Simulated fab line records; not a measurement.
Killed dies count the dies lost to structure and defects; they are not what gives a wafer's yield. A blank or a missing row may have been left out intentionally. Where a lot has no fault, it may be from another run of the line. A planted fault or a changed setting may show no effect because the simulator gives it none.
fab line records	flow n5Finfet	part 2 of 2: steps 4 to 6 of 6
[record] lots = 19	wafers = 57	lastDay = 18
route steps=1938 shown FIN_CUT@173 DUMMY_GATE@235 SPACER0@261
lots that met no fault: from a run of the same line without faults
startH: the number of hours between the record's first day and the start of the first shown wafer of the lot	waitH: how many hours have passed since the lot's step before this one	" the same as in the row above	L1.1+2: a single row standing in for several wafers	- no value present, or no start provided	* or withheld: withheld	< > ~ a bound
route shown NAME@n: a module of which the file shows steps, and the number in the route of the first	usual: mean/standard deviation of fault-free wafers	same: alike in all rows	chamber/n: place in a boat	sites: each site's reading	_std_site: the values' standard deviation	_edge_site: mean of outer sites minus mean of inner sites	radiusMm: how far each site lies from the wafer's centre	mask NAME#n: copy n	behind: tool/chamber where the wafer was last shaped	hold: cause of the lot's hold/its duration in hours/its outcome	device: which transistor (n, p or np) failed to switch	end of line: the same wafers' tests at the end of the route	a step without rows: its recipe alone	killed: dies that structure and defects cost at the first sort, which is not the same as the wafer's yield	map: a wafer's dies, x killed, . not, _ none there
set.NAME: the setting as run; set.NAME@STEP: as run at that earlier step	model.NAME: the simulator's own value behind a step, which no gauge read
steps of the route over a sample of lots; a table a step, a row a wafer
services: a tool's chamber out of use, with start hour (startH, from the record's first day; less than 0 if before it), hours out, and reason
[[steps]]
[step N5_DUMMY_GATE_TRIM_49]
[recipe] chemistry = O2	resist = SOC	timeS = 29	targetCdNm = 14	sourcePowerW = 300	biasPowerW = 0	O2_flow_sccm = 100	tempC = 20
[usual] chamberPressureMTorr = 60.00/0.057	drypumpMotorCurrentA = 5.7/0.46	oesProductAu = 1.004/0.014	throttleValvePct = 8.16/0.12
lot.wafer	tool	chamber	startH	waitH	chamberPressureMTorr	drypumpMotorCurrentA	oesProductAu	rfHoursCounterH	throttleValvePct
L074.2	rieSi-03	1	46.41	0.0	59.96	5.5	1.024	153	7.95
L074.3	"	2	"	"	59.95	5.2	0.987	93	8.22
L074.4	"	3	"	"	59.99	6.4	1.009	6	8.23
L075.1	rieSi-03	3	53.15	0.0	60.01	6.4	1.009	6	8.22
L075.2	"	2	"	"	59.90	5.2	1.001	93	8.23
L075.3	"	0	"	"	60.01	5.6	1.008	188	8.09
L077.3	rieSi-03	0	63.89	0.0	60.01	5.6	1.006	189	8.11
L077.4	"	3	"	"	60.02	6.4	1.003	6	8.22
L077.6	"	0	"	"	59.97	5.6	1.011	-	8.10
L078.4	rieSi-01	3	68.92	0.0	59.98	4.9	1.027	183	8.26
L078.5	"	2	"	"	60.01	5.5	1.014	-	8.44
L078.6	"	1	"	"	59.91	6.2	0.989	-	8.29
L079.2	rieSi-03	3	75.63	0.0	60.06	6.4	1.009	6	8.21
L079.3	"	1	"	"	60.02	5.5	1.024	153	7.96
L079.6	"	1	"	"	59.99	5.5	1.013	-	7.95
L080.1	rieSi-03	2	83.43	0.0	60.04	5.1	0.996	93	8.20
L080.3	"	0	"	"	59.95	5.6	0.999	189	8.12
L080.4	"	1	"	"	60.00	5.5	1.011	153	7.94
L082.2	rieSi-04	3	95.37	0.0	59.93	5.9	0.979	85	8.04
L082.4	"	1	"	"	60.02	6.4	1.008	128	8.19
L082.5	"	2	"	"	60.09	5.2	0.988	-	8.18
L083.3	rieSi-01	2	102.90	0.0	59.96	5.5	1.006	122	8.45
L083.4	"	1	"	"	60.01	6.3	0.978	174	8.29
L083.5	"	1	"	"	60.07	6.2	0.988	-	8.28
L084.1	rieSi-03	0	106.72	0.0	60.03	5.6	1.011	189	8.10
L084.5	"	3	"	"	59.94	6.4	1.008	-	8.21
L084.6	"	0	"	"	60.03	5.6	1.013	-	8.12
L085.2	rieSi-03	0	115.63	0.0	59.99	5.6	1.018	190	8.09
L085.4	"	3	"	"	60.10	6.4	1.005	7	8.22
L085.5	"	3	"	"	60.06	6.4	1.010	-	8.24
L086.2	rieSi-03	0	120.78	0.0	59.98	5.6	1.011	190	8.10
L086.3	"	1	"	"	59.94	5.5	1.025	154	7.95
L086.6	"	3	"	"	60.05	6.4	1.018	-	8.23
L087.2	rieSi-01	3	126.17	0.0	60.03	4.9	1.042	184	8.25
L087.3	"	1	"	"	59.99	6.3	0.997	174	8.30
L087.5	"	1	"	"	59.97	6.3	0.987	-	8.29
L088.1	rieSi-03	2	129.93	0.0	60.06	5.2	1.001	94	8.20
L088.4	"	2	"	"	60.15	5.2	1.002	-	8.21
L088.5	"	3	"	"	59.98	6.4	1.001	-	8.22
L089.2	rieSi-04	3	137.19	0.0	60.03	5.9	0.980	86	8.04
L089.3	"	1	"	"	59.90	6.3	1.003	129	8.20
L089.6	"	2	"	"	59.95	5.2	0.995	-	8.17
L090.2	rieSi-01	0	142.56	0.0	60.02	5.8	1.007	2	8.17
L090.3	"	2	"	"	60.03	5.5	1.007	122	8.45
L090.5	"	1	"	"	59.90	6.3	0.990	-	8.31
L092.1	rieSi-04	2	154.54	0.0	59.99	5.2	0.988	75	8.17
L092.2	"	0	"	"	60.08	5.9	0.995	67	8.15
L092.3	"	3	"	"	59.98	5.9	0.970	86	8.05
L095.2	rieSi-03	3	177.59	0.0	60.02	6.4	1.007	8	8.23
L095.4	"	0	"	"	60.02	5.6	1.019	191	8.11
L095.6	"	2	"	"	59.93	5.2	1.001	-	8.22
L096.1	rieSi-01	3	181.49	0.0	59.95	4.9	1.038	185	8.24
L096.2	"	2	"	"	59.89	5.5	1.015	123	8.45
L096.4	"	0	"	"	60.04	5.8	1.014	3	8.16
L097.2	rieSi-03	2	189.52	0.0	60.00	5.2	0.998	95	8.22
L097.4	"	3	"	"	60.04	6.4	1.010	-	8.22
L097.5	"	2	"	"	60.00	5.2	1.006	-	8.21
[step N5_DUMMY_GATE_STRIP_48]
[recipe] chemistry = N2/H2	timeS = 20	powerW = 100	tempC = 40	pressureMtorr = 100	rfFrequencyHz = 6e+07	biasPowerW = 3	n2FlowSccm = 300	h2FlowSccm = 300
[usual] chamberPressureMTorr = 99.99/0.11	drypumpMotorCurrentA = 5.9/0.33	n2FlowSccm = 300.0/0.89	oesProductAu = 0.79/0.089	rfVppV = 45.4/0.9	showerheadPlenumPTorr = 3.42/0.056	throttleValvePct = 12.19/0.26
lot.wafer	tool	chamber	startH	waitH	chamberPressureMTorr	drypumpMotorCurrentA	n2FlowSccm	oesProductAu	rfHoursCounterH	rfVppV	showerheadPlenumPTorr	throttleValvePct
L074.2	rieDiel-05	1	47.22	0.0	100.12	5.9	300.4	1.00	1	45.7	3.45	11.65
L074.3	"	0	"	"	99.92	6.1	299.1	0.96	6	45.4	3.45	12.09
L074.4	"	2	"	"	100.00	5.5	301.7	0.89	25	44.9	3.45	11.94
L075.1	rieDiel-02	2	53.89	0.0	99.83	6.4	301.4	0.70	224	46.7	3.46	12.53
L075.2	"	0	"	"	100.16	5.5	300.3	0.87	39	47.2	3.44	12.00
L075.3	"	1	"	"	99.92	6.4	299.8	0.77	132	44.8	3.39	12.45
L077.3	rieDiel-02	1	64.65	0.0	100.09	6.4	298.8	0.77	136	45.9	3.39	12.44
L077.4	"	2	"	"	100.05	6.3	301.2	0.70	227	47.2	3.46	12.54
L077.6	"	1	"	"	99.85	6.4	301.0	0.77	-	45.2	3.39	12.45
L078.4	rieDiel-01	2	69.71	0.0	99.99	5.5	299.6	0.71	176	44.8	3.50	12.51
L078.5	"	2	"	"	99.79	5.5	299.2	0.70	-	46.1	3.50	12.50
L078.6	"	3	"	"	99.95	5.8	298.8	0.82	-	46.3	3.28	12.30
L079.2	rieDiel-02	1	76.37	0.0	99.93	6.3	301.5	0.77	140	45.4	3.38	12.44
L079.3	"	3	"	"	100.13	5.7	299.9	0.77	114	47.0	3.40	11.97
L079.6	"	1	"	"	99.99	6.4	300.0	0.76	-	45.3	3.39	12.45
L080.1	rieDiel-02	1	84.38	0.0	99.85	6.4	301.4	0.76	142	44.9	3.38	12.47
L080.3	"	0	"	"	99.99	5.5	299.4	0.85	48	44.5	3.44	12.03
L080.4	"	2	"	"	100.09	6.3	298.8	0.70	233	44.2	3.46	12.56
L082.2	rieDiel-05	1	96.10	0.0	100.12	5.9	300.2	0.93	15	46.9	3.44	11.69
L082.4	"	1	"	"	100.12	5.9	300.1	0.94	-	48.2	3.44	11.69
L082.5	"	0	"	"	99.99	6.1	299.1	0.93	-	44.3	3.45	12.11
L083.3	rieDiel-02	3	103.64	0.0	99.81	5.7	300.6	0.76	122	45.5	3.39	12.00
L083.4	"	0	"	"	100.26	5.4	300.5	0.83	53	45.8	3.43	12.04
L083.5	"	1	"	"	100.05	6.4	301.5	0.76	-	45.8	3.38	12.47
L084.1	rieDiel-05	1	107.73	0.0	99.86	5.9	298.6	0.92	19	44.8	3.44	11.69
L084.5	"	3	"	"	100.06	6.0	301.1	0.72	-	45.4	3.50	12.31
L084.6	"	0	"	"	99.99	6.1	300.7	0.91	-	45.0	3.45	12.11
L085.2	rieDiel-05	2	116.36	0.0	99.97	5.5	299.3	0.86	45	47.0	3.44	11.98
L085.4	"	1	"	"	100.08	5.9	299.2	0.92	21	44.4	3.43	11.68
L085.5	"	3	"	"	100.02	6.0	299.9	0.72	-	45.9	3.50	12.31
L086.2	rieDiel-05	3	121.61	0.0	99.99	6.0	300.7	0.71	205	44.7	3.49	12.29
L086.3	"	2	"	"	100.07	5.5	300.5	0.85	47	44.9	3.44	12.00
L086.6	"	1	"	"	99.88	5.9	299.9	0.92	-	45.9	3.43	11.71
L087.2	rieDiel-02	1	126.91	0.0	100.03	6.4	299.9	0.76	155	44.7	3.38	12.50
L087.3	"	3	"	"	99.87	5.7	299.8	0.76	131	44.6	3.39	12.04
L087.5	"	2	"	"	100.30	6.3	302.4	0.68	-	44.2	3.45	12.58
L088.1	rieDiel-05	1	130.72	0.0	100.15	5.9	299.2	0.91	25	44.8	3.43	11.71
L088.4	"	0	"	"	99.87	6.1	300.2	0.90	28	45.4	3.44	12.13
L088.5	"	0	"	"	100.10	6.1	299.9	0.89	-	45.7	3.44	12.13
L089.2	rieDiel-05	0	138.13	0.0	100.06	6.1	300.0	0.89	30	45.6	3.44	12.15
L089.3	"	1	"	"	100.04	5.9	300.3	0.90	27	46.1	3.43	11.69
L089.6	"	2	"	"	99.96	5.5	302.0	0.83	-	45.9	3.43	12.01
L090.2	rieDiel-02	3	143.38	0.0	100.15	5.7	299.1	0.74	136	44.8	3.39	12.02
L090.3	"	1	"	"	100.10	6.4	300.5	0.75	161	44.5	3.37	12.50
L090.5	"	1	"	"	99.85	6.4	299.2	0.75	-	45.8	3.37	12.51
L092.1	rieDiel-01	1	155.28	0.0	99.94	5.9	300.3	0.68	223	45.8	3.34	12.32
L092.2	"	0	"	"	99.99	6.3	299.4	0.66	242	45.5	3.46	12.22
L092.3	"	3	"	"	99.92	5.8	300.2	0.80	108	45.0	3.27	12.39
L095.2	rieDiel-01	3	178.33	0.0	99.92	5.8	300.0	0.79	116	46.2	3.27	12.39
L095.4	"	1	"	"	100.03	5.9	301.3	0.68	229	45.3	3.34	12.33
L095.6	"	0	"	"	100.05	6.4	298.7	0.67	-	45.1	3.45	12.25
L096.1	rieDiel-01	2	182.30	0.0	100.09	5.5	299.3	0.68	212	45.5	3.48	12.59
L096.2	"	0	"	"	100.08	6.3	301.7	0.66	249	45.5	3.45	12.27
L096.4	"	3	"	"	99.91	5.8	300.3	0.79	117	46.5	3.27	12.40
L097.2	rieDiel-01	0	190.27	0.0	99.86	6.4	299.3	0.66	251	46.5	3.45	12.24
L097.4	"	1	"	"	99.98	6.0	299.3	0.68	-	44.7	3.34	12.32
L097.5	"	0	"	"	100.19	6.3	299.9	0.67	-	45.7	3.45	12.26
[step N5_SPACER0_INSPECT_04]
[recipe] inspectInstrument = darkfield	mode = postDep
[usual] rawDefectCount = 138/34
lot.wafer	tool	chamber	startH	waitH	rawDefectCount
L074.2	defectInspect-01	-	48.01	0.1	106
L074.3	"	-	"	"	136
L074.4	"	-	"	"	113
L075.1	defectInspect-01	-	55.40	0.1	70
L075.2	"	-	"	"	90
L075.3	"	-	"	"	138
L077.3	defectInspect-01	-	65.44	0.1	91
L077.4	"	-	"	"	182
L077.6	"	-	"	"	99
L078.4	defectInspect-02	-	70.67	0.1	145
L078.5	"	-	"	"	159
L078.6	"	-	"	"	176
L079.2	defectInspect-01	-	77.17	0.1	174
L079.3	"	-	"	"	173
L079.6	"	-	"	"	159
L080.1	defectInspect-01	-	85.18	0.1	116
L080.3	"	-	"	"	127
L080.4	"	-	"	"	170
L082.2	defectInspect-02	-	97.90	0.1	234
L082.4	"	-	"	"	160
L082.5	"	-	"	"	226
L083.3	defectInspect-01	-	104.43	0.1	90
L083.4	"	-	"	"	115
L083.5	"	-	"	"	115
L084.1	defectInspect-02	-	108.52	0.1	123
L084.5	"	-	"	"	217
L084.6	"	-	"	"	196
L085.2	defectInspect-01	-	117.16	0.1	126
L085.4	"	-	"	"	181
L085.5	"	-	"	"	207
L086.2	defectInspect-01	-	122.40	0.1	135
L086.3	"	-	"	"	162
L086.6	"	-	"	"	151
L087.2	defectInspect-01	-	127.70	0.1	126
L087.3	"	-	"	"	147
L087.5	"	-	"	"	149
L088.1	defectInspect-02	-	131.51	0.1	129
L088.4	"	-	"	"	133
L088.5	"	-	"	"	96
L089.2	defectInspect-01	-	138.93	0.1	124
L089.3	"	-	"	"	101
L089.6	"	-	"	"	156
L090.2	defectInspect-02	-	144.17	0.1	134
L090.3	"	-	"	"	178
L090.5	"	-	"	"	151
L092.1	defectInspect-02	-	156.17	0.1	113
L092.2	"	-	"	"	146
L092.3	"	-	"	"	188
L095.2	defectInspect-02	-	179.13	0.1	175
L095.4	"	-	"	"	93
L095.6	"	-	"	"	200
L096.1	defectInspect-01	-	185.19	0.1	98
L096.2	"	-	"	"	154
L096.4	"	-	"	"	89
L097.2	defectInspect-01	-	191.08	0.1	110
L097.4	"	-	"	"	151
L097.5	"	-	"	"	117
[[services]]
tool	chamber	startH	hours	kind
rieSi-04	3	2.95	10.0	repair
rieDiel-05	0	6.54	-	clean
rieDiel-05	0	6.54	-	consumableReplace:focusRing
rieDiel-05	0	6.54	20.7	scheduledDown
rieDiel-05	0	6.54	20.7	ventCycle
rieDiel-01	-	8.75	14.6	pm
rieSi-03	2	13.39	1.9	repair
rieSi-04	-	20.18	0.2	repair
rieDiel-05	1	27.47	-	clean
rieDiel-05	1	27.47	-	consumableReplace:focusRing
rieDiel-05	1	27.47	16.0	scheduledDown
rieDiel-05	1	27.47	16.0	ventCycle
rieSi-01	0	43.57	4.1	repair
rieDiel-02	0	49.56	4.1	repair
rieDiel-05	0	72.95	3.1	repair
rieDiel-01	-	73.88	0.1	repair
rieSi-01	-	76.92	4.3	pm
rieDiel-05	3	94.96	1.2	repair
rieSi-03	2	96.45	3.6	repair
rieSi-03	2	101.51	6.0	repair
rieSi-03	1	123.48	29.9	repair
rieDiel-02	2	138.40	-	clean
rieDiel-01	3	147.65	1.5	repair
rieSi-04	-	167.44	0.4	repair
